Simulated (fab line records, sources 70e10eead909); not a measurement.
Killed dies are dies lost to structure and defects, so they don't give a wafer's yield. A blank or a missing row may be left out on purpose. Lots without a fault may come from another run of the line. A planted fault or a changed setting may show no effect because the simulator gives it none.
Chamber matching | flow nand_harc | NHARC_P_M2_ETCH_15 on rie_diel-04: 4 sister chambers
The step etches the open film in C4F8/Ar, target depth 182.5 nm, time 91.2 s. 4 wafers are shown with their chamber, then 9 later ones without.

WAFERS WITH THEIR CHAMBER
wafer  | chamber | rf_vpp_V (V)
L421.1 | 3       | 441
L422.1 | 2       | 445
L422.3 | 1       | 438
L422.5 | 0       | 443

WAFERS WITHOUT THEIR CHAMBER
wafer  | rf_vpp_V (V)
L433.1 | 443
L433.2 | 437
L433.5 | 444
L435.1 | 440
L435.4 | 443
L435.6 | 447
L436.3 | 438
L436.4 | 446
L436.5 | 442

WHICH CHAMBER EACH WENT THROUGH
wafer  | from the rows above     | in truth
L433.1 | 0                       | 0
L433.2 | 1                       | 1
L433.5 | can't be placed: 0 or 2 | 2
L435.1 | can't be placed: 3 or 1 | 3
L435.4 | 0                       | 0
L435.6 | 2                       | 2
L436.3 | 1                       | 1
L436.4 | 2                       | 2
L436.5 | can't be placed: 0 or 3 | 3
Placed correctly: 6 of 9. Can't be placed from these rows: 3 (the true chamber is among the candidates in 3). Placed wrongly: 0.
How it was worked out, from the rows above alone: a wafer's distance from a chamber is the root of the sum, over the readings, of the square of ((its reading less the chamber's mean) divided by the reading's scatter). The wafer belongs to the nearest chamber; if the next one is less than 2 further off, it can't be placed. A chamber's mean is the mean of its shown wafers. The scatter: with one shown wafer a chamber, the root of the mean of the squares of how far each hidden wafer lies from its nearest shown one.
